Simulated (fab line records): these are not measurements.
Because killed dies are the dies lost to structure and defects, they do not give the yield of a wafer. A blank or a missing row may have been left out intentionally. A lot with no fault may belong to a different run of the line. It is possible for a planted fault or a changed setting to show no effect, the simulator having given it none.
Chamber matching    flow nand-harc    cmp-04 running NHARC_A_STAIRCASE_CMP_472: 4 sister chambers
The step polishes SiO2. 8 wafers are shown with their chamber, then 11 later ones without.

== EACH WAFER AND ITS CHAMBER ==
wafer   chamber  motor-current-A (A)
L079.6  0        14.1
L084.1  1        14.1
L084.3  3        10.5
L084.4  0        14.8
L085.4  2        12.0
L085.5  2        12.1
L085.6  1        13.3
L088.3  3        11.0

== WAFERS WITH NO CHAMBER GIVEN ==
wafer   motor-current-A (A)
L088.5  11.7
L088.6  11.0
L087.1  13.3
L087.4  12.8
L087.6  15.2
L093.1  11.3
L093.2  12.6
L093.6  11.2
L095.1  13.2
L095.2  10.6
L095.4  14.1

== WHICH CHAMBER EACH WENT THROUGH ==
wafer   from the rows above           in truth
L088.5  can't be placed: 2 or 3       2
L088.6  can't be placed: 3 or 2       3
L087.1  can't be placed: 1 or 0       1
L087.4  can't be placed: 2 or 1       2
L087.6  can't be placed: 0 or 1       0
L093.1  can't be placed: 3 or 2       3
L093.2  can't be placed: 2 or 1       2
L093.6  can't be placed: 3 or 2       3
L095.1  can't be placed: 1 or 2 or 0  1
L095.2  3                             3
L095.4  can't be placed: 0 or 1       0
Placed correctly: 1 of 11. Can't be placed from these rows: 10 (the true chamber is among the candidates in 10). 0 placed wrongly.
How it was worked out, from the rows above alone: a wafer's distance from a chamber is the root of the sum, over the readings, of the square of ((its reading less the chamber's mean) divided by the reading's scatter). If the next closest chamber is less than 2 further off than the closest, the wafer can't be placed; otherwise it belongs to the closest. Each chamber's mean is taken over the wafers shown for it. The scatter: the root of (the sum of the squares of (reading less its chamber's mean) over the shown wafers, divided by (wafers less chambers)).
